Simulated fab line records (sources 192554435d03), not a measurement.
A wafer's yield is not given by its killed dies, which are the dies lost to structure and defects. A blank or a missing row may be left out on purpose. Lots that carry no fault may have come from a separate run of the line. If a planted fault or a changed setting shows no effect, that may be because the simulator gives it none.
Split-lot experiment + flow n5Finfet + route with 1938 steps; 7 lots, 39 wafers read

## ON THE SPLIT
At N5_BEOL_M1_ETCH_70 (etches SOC in N2/H2, target depth 80 nm, overetch 16 nm, time 120 s), the setting timeS was moved away from the recipe's 120 s on 15 of the 39 wafers read, by -47.9% to +43.0%. The other wafers ran this setting at the recipe's value.

## FROM THE SPLIT TO THE READING: what the file shows between them, 2 steps
- N5_BEOL_M1_STRIP_71: strips in N2/H2
- N5_BEOL_M1_STRIP_78: strips in N2/H2

## THE READING
BEOL_M1.cdNm (the simulator's own value, which no gauge read), in nm, at N5_BEOL_M1_VIA_ETCH_34 (etches the open film in C4F6/O2, target depth 67.8 nm, time 64.4 s). The file does not state a usual value for it. Here, 24 wafers ran the recipe; their average is 18.1 nm with a standard deviation of 0.21 nm.

| wafer  | tool, chamber at the split | timeS as run, s | against the recipe | BEOL_M1.cdNm, nm | against lot-mates on the recipe |
|--------|----------------------------|-----------------|--------------------|------------------|---------------------------------|
| L076.1 | rieDiel-04, 2              | 120             | recipe             | 17.8             | -                               |
| L076.6 | rieDiel-04, 2              | 120             | recipe             | 17.8             | -                               |
| L076.2 | rieDiel-04, 0,1            | 120             | recipe             | 18.2             | -                               |
| L076.3 | rieDiel-04, 0,1            | 120             | recipe             | 18.2             | -                               |
| L076.5 | rieDiel-04, 3              | 120             | recipe             | 18.2             | -                               |
| L076.4 | rieDiel-04, 3              | 120             | recipe             | 18.4             | -                               |
| L079.1 | rieDiel-04, 1              | 120             | recipe             | 17.8             | -                               |
| L079.2 | rieDiel-04, 0              | 120             | recipe             | 18.2             | -                               |
| L079.6 | rieDiel-04, 0              | 120             | recipe             | 18.2             | -                               |
| L079.3 | rieDiel-04, 2              | 62.58           | -47.9%             | 16.4             | -1.7                            |
| L079.4 | rieDiel-04, 3              | 62.58           | -47.9%             | 17               | -1.1                            |
| L079.5 | rieDiel-04, 3              | 62.58           | -47.9%             | 16.8             | -1.3                            |
| L083.1 | rieDiel-02, 3              | 87.36           | -27.2%             | 17.4             | -0.8                            |
| L083.3 | rieDiel-02, 1              | 87.36           | -27.2%             | 17.4             | -0.8                            |
| L083.2 | rieDiel-02, 0              | 120             | recipe             | 18.4             | -                               |
| L083.4 | rieDiel-02, 0              | 120             | recipe             | 18.2             | -                               |
| L083.5 | rieDiel-02, 1              | 120             | recipe             | 18               | -                               |
| L083.6 | rieDiel-02, 3              | 87.36           | -27.2%             | 17.6             | -0.6                            |
| L084.1 | rieDiel-02, 1              | 66.92           | -44.2%             | 17               | -1.3                            |
| L084.5 | rieDiel-02, 1              | 66.92           | -44.2%             | 17               | -1.3                            |
| L084.6 | rieDiel-02, 3              | 66.92           | -44.2%             | 17               | -1.3                            |
| L084.2 | rieDiel-02, 0              | 120             | recipe             | 18.2             | -                               |
| L084.3 | rieDiel-02, 3              | 120             | recipe             | 18.2             | -                               |
| L084.4 | rieDiel-02, 0              | 120             | recipe             | 18.4             | -                               |
| L085.1 | rieDiel-04, 2              | 120             | recipe             | 17.6             | -                               |
| L085.2 | rieDiel-04, 0              | 171.6           | +43.0%             | 19.2             | +1.2                            |
| L085.3 | rieDiel-04, 1              | 120             | recipe             | 18.2             | -                               |
| L085.4 | rieDiel-04, 3              | 120             | recipe             | 18.2             | -                               |
| L085.5 | rieDiel-04, 3              | 171.6           | +43.0%             | 19               | +1.0                            |
| L085.6 | rieDiel-04, 0              | 171.6           | +43.0%             | 18.6             | +0.6                            |
| L094.1 | rieDiel-06, 2              | 120             | recipe             | 18.4             | -                               |
| L094.3 | rieDiel-06, 3              | 120             | recipe             | 18.2             | -                               |
| L094.5 | rieDiel-06, 2              | 120             | recipe             | 18.2             | -                               |
| L095.1 | rieDiel-02, 3              | 120             | recipe             | 18               | -                               |
| L095.2 | rieDiel-02, 2              | 80.43           | -33.0%             | 18               | -0.2                            |
| L095.3 | rieDiel-02, 0              | 120             | recipe             | 18.4             | -                               |
| L095.4 | rieDiel-02, 1              | 120             | recipe             | 18.2             | -                               |
| L095.5 | rieDiel-02, 0              | 80.43           | -33.0%             | 17.4             | -0.8                            |
| L095.6 | rieDiel-02, 1              | 80.43           | -33.0%             | 17.4             | -0.8                            |
If several chambers appear in one row, that row covers several wafers at once and the file leaves open which wafer was in which chamber.

FIT RESULTS
A straight line over all 39 wafers: BEOL_M1.cdNm changes by +0.0234 nm for each +1% of timeS; r = +0.91; the points scatter about the line by 0.25 nm.
The same after taking each lot's own level away (the mean of its wafers on the recipe; 39 wafers): +0.0249 nm for each +1%; r = +0.94; scatter 0.22 nm.
The reading moves by 1.2 nm for the largest change in timeS, on that fit.
Across the lots, their own levels run from 18.00 to 18.27 nm, a range of 1.3 times the standard deviation given above.
Hence the lot-to-lot level has little effect on the slope; both slopes agree.
Check: -1.16 nm against its lot-mates is what the line predicts for one of the wafers moved furthest among these (-47.9%) when that wafer is left out of the fit. Against them it came out at -1.67 nm.

## FURTHER SPLITS ON THESE WAFERS
These wafers also went through other splits before the reading. Each is held against what the fit with the lots' levels taken away leaves over:
| other split on the same wafers                | wafers away from the commonest value | r with BEOL_M1.cdNm (lot level and that fit taken away) |
|-----------------------------------------------|--------------------------------------|---------------------------------------------------------|
| N5_ZERO_LAYER_PECVD_02 timeS                  | 18                                   | +0.08                                                   |
| N5_SD_EPI_N_DESCUM_14 timeS                   | 9                                    | +0.26                                                   |
| N5_HKMG_FIN_HK_ALD_01 aldCycles               | 15                                   | -0.14                                                   |
| N5_MOL_CONTACT_COAG_ETCHBACK_135 targetDepthA | 18                                   | -0.04                                                   |
| N5_BEOL_M0_CUTY_DESCUM_61 timeS               | 18                                   | -0.08                                                   |

## THE WHOLE CHAIN: every reading that the file lists as answering this split, in the file's order
| step                   | what it does                                                        | reading                                                                         | change (the file's fit)                                                              | r (the file's) |
|------------------------|---------------------------------------------------------------------|---------------------------------------------------------------------------------|--------------------------------------------------------------------------------------|----------------|
| N5_BEOL_M1_ETCH_70     | etches SOC in N2/H2, target depth 80 nm, overetch 16 nm, time 120 s | etch.depthNm (the simulator's own value, which no gauge read)                   | not straight: 49.01 at the lowest setting, 60.01 at the recipe, 60.05 at the highest | not given      |
| N5_BEOL_M1_ETCH_70     | etches SOC in N2/H2, target depth 80 nm, overetch 16 nm, time 120 s | SiARC_of_BEOL_M1_COAT_68.thkNm (the simulator's own value, which no gauge read) | -0.0595 nm for each +1% of the setting                                               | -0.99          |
| N5_BEOL_M1_VIA_ETCH_34 | etches the open film in C4F6/O2, target depth 67.8 nm, time 64.4 s  | BEOL_M1.cdNm (the simulator's own value, which no gauge read)                   | +0.0252 nm for each +1% of the setting                                               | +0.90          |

## THE FILE'S OWN FIT
BEOL_M1.cdNm changes by +0.0252 nm for each +1% of timeS, r = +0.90.
